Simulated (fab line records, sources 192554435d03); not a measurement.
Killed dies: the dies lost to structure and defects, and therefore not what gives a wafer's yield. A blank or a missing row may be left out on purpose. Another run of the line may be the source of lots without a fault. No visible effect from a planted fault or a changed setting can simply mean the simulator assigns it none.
Matching of chambers :: flow n5Finfet :: cmp-03 running N5_BEOL_M4_CMP_52: 4 sister chambers
The step polishes, stops on SiOC, t overpolish 6.8 s, target thk 40 nm. 4 wafers are shown with their chamber, then 9 later ones without.

== WAFERS PAIRED WITH THEIR CHAMBERS ==
wafer: L086.4
chamber: 3
motorCurrentA (A): 5.3

wafer: L087.2
chamber: 2
motorCurrentA (A): 6.2

wafer: L087.3
chamber: 1
motorCurrentA (A): 5.4

wafer: L087.6
chamber: 0
motorCurrentA (A): 5.3

== WAFERS WITHOUT THEIR CHAMBER ==
wafer: L090.1
motorCurrentA (A): 5.1

wafer: L090.4
motorCurrentA (A): 5.3

wafer: L090.6
motorCurrentA (A): 5.2

wafer: L088.1
motorCurrentA (A): 6.5

wafer: L088.2
motorCurrentA (A): 5.8

wafer: L088.4
motorCurrentA (A): 5.3

wafer: L093.1
motorCurrentA (A): 5.4

wafer: L093.5
motorCurrentA (A): 5.0

wafer: L093.6
motorCurrentA (A): 5.5

== WHICH CHAMBER EACH WENT THROUGH ==
wafer: L090.1
from the rows above: can't be placed: 0 or 3 or 1
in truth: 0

wafer: L090.4
from the rows above: can't be placed: 0 or 3 or 1
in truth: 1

wafer: L090.6
from the rows above: can't be placed: 0 or 3 or 1
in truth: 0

wafer: L088.1
from the rows above: 2
in truth: 2

wafer: L088.2
from the rows above: can't be placed: 1 or 2 or 0 or 3
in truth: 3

wafer: L088.4
from the rows above: can't be placed: 0 or 3 or 1
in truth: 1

wafer: L093.1
from the rows above: can't be placed: 1 or 0 or 3
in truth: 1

wafer: L093.5
from the rows above: can't be placed: 0 or 3 or 1
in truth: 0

wafer: L093.6
from the rows above: can't be placed: 1 or 0 or 3
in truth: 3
Placed correctly: 1 of 9. From these rows, 8 cannot be placed; in 8 the true chamber is one of the candidates. Wrongly placed: 0.
How it was worked out, from the rows above alone: a wafer's distance from a chamber is the root of the sum, over the readings, of the square of ((its reading less the chamber's mean) divided by the reading's scatter). The wafer belongs to the nearest chamber; if the next one is less than 2 further off, it can't be placed. Each chamber's mean is taken over the wafers shown for it. The scatter: root of mean squared gap, hidden wafer to nearest shown wafer, with one shown wafer a chamber.
